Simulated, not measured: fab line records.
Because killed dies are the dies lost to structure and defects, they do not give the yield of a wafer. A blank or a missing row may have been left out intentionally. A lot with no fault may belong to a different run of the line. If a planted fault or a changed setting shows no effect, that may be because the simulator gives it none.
A struck lot beside a sound one :: flow nand harc :: 15 steps out of a route of 1302
Sound: the wafers L553.1, L553.3, L553.6. Struck: wafers L565.1, L565.3, L565.6. At the end, the cause is stated.
Each step with rows lists, per side, the tool, then ch with its chambers, then its first start. Under that, the readings that differ: sound wafers :: struck wafers :: difference of the means :: sigmas: that difference in standard deviations of wafers without a fault.
alike: words and numbers the same on both sides, and readings whose means are apart by under 2 such deviations; not compared: readings that were withheld, readings missing a value for some wafer, numbers with overlapping values and no deviation given by the record, and bounds like >300 which may hide the same value.
Wherever a step has rows on one side only, a row that says differs or no value, or a row with sigmas, the two part there. Numbers that don't overlap but have no deviation are shown without sigmas and don't part them. A reading missing from all wafers of one side parts the sides only when that side holds two or more wafers.

first, 5 steps without rows for these wafers: NHARC_A_CHANNEL_HOLE_D1_ETCH_19 (etches the open film in C4F8/O2/Ar, time 34.5 s); NHARC_A_CHANNEL_HOLE_D1_ETCH_20 (etches the open film in C4F8/O2/Ar, time 361.9 s, target depth 1600 nm); NHARC_A_CHANNEL_HOLE_D1_ETCH_21 (etches the open film in C4F8/O2/Ar, time 514.3 s, target depth 1600 nm); NHARC_A_CHANNEL_HOLE_D1_ETCH_22 (etches the open film in C4F8/O2/Ar, time 666.7 s, target depth 1600 nm); NHARC_A_CHANNEL_HOLE_D1_ETCH_23 (etches the open film in C4F8/O2/Ar, time 819 s, target depth 1600 nm).
NHARC_A_CHANNEL_HOLE_D1_ETCH_24: etches the open film in C4F8/O2/Ar, time 906.2 s, target depth 1500 nm.
  sound on har etch-01 ch 0,1, day 9 14:26; struck on har etch-02 ch 0,1, day 14 22:49
reading: o2 flow sccm (sccm)
sound: 31.18 31.29 30.97
struck: 31.36 31.48 31.22
difference: +0.21
sigmas: +2
  alike: c4f8 flow sccm, chamber pressure mTorr, drypump motor current A, showerhead plenum p Torr, throttle valve pct
  not compared: rf hours counter h
NHARC_A_CHANNEL_HOLE_D1_ETCH_25: etches the open film in C4F8/O2/Ar, time 1040.2 s, target depth 1500 nm.
  sound on har etch-01 ch 0,1, day 9 15:13; struck on har etch-02 ch 0,1, day 14 23:36
  alike: c4f8 flow sccm, chamber pressure mTorr, drypump motor current A, o2 flow sccm, showerhead plenum p Torr, throttle valve pct
  not compared: rf hours counter h
NHARC_A_CHANNEL_HOLE_D1_ETCH_26: etches the open film in C4F8/O2/Ar, time 224.1 s, target depth 300 nm.
  sound on har etch-01 ch 0,1, day 9 15:59; struck on har etch-02 ch 0,1
  alike: bias v, c4f8 flow sccm, drypump motor current A, o2 flow sccm, showerhead plenum p Torr, throttle valve pct
  not compared: rf hours counter h
NHARC_A_CHANNEL_HOLE_D1_ETCH_33: etches the open film in C4F8/O2/Ar, time 90 s, target depth 400 nm.
  sound on har etch-01 ch 0,1, day 9 16:11; struck on har etch-02 ch 0,1
  alike: bias v, c4f8 flow sccm, drypump motor current A, o2 flow sccm, showerhead plenum p Torr, throttle valve pct
  not compared: rf hours counter h
then, 3 steps without rows for these wafers: NHARC_A_CHANNEL_HOLE_D1_STRIP_41 (strips in N2/H2); NHARC_A_CHANNEL_HOLE_D1_STRIP_42 (strips in CF4/CHF3); NHARC_A_CHANNEL_HOLE_D1_STRIP_43 (strips in O2/COS).
NHARC_A_CHANNEL_HOLE_D1_ETCH_44: etches the open film in CF4/O2, target depth 140 nm, overetch 14 nm, time 77 s.
  sound on rie diel-13 ch 1,2,3, day 9 16:54; struck on rie diel-13 ch 0,3, day 15 01:15
  no value came back on the struck wafers for any of 8 readings (bias w (W), cf4 flow sccm (sccm) and others); on the sound wafers bias w (W) reads 99.9 100.3 99.8
reading: model.A_CHANNEL_HOLE_D1.cd nm (nm)
sound: 91.92 90.18 89.53
struck: 102.1 98.72 99.7
difference: +9.6
sigmas: 
  not compared: rf hours counter h
NHARC_A_CHANNEL_HOLE_D1_STRIP_27: strips in O2.
  sound on rie diel-13 ch 0,2,3; struck on rie diel-13 ch 1,2, day 15 01:21
  alike: drypump motor current A, o2 flow sccm, oes product au, rf vpp V, showerhead plenum p Torr, throttle valve pct
  not compared: rf hours counter h
-- break in the record here, with 15 days between the starts of the struck wafers on either side (left off in module A_CHANNEL_HOLE_D1, picked up again in module END, where the first step shown is number 1302 on the route) --
NHARC_END_SORT_01:
  sound on prober-01 ch 0, day 25 00:47; struck on prober-01 ch 0, day 29 20:29
reading: killed at array
sound: 44 39 43
struck: 669 671 670
difference: +628
sigmas: +35

reading: killed at periphery
sound: 1 1 2
struck: 8 6 6
difference: +5
sigmas: +2

reading: killed dies
sound: 45 41 45
struck: 677 677 677
difference: +633
sigmas: +33
  alike: killed at other, killed open, killed short

== WHERE THEY PART ==
At NHARC_A_CHANNEL_HOLE_D1_ETCH_24 first; at NHARC_END_SORT_01 last (within this record only).

WHY: what the simulator had put in
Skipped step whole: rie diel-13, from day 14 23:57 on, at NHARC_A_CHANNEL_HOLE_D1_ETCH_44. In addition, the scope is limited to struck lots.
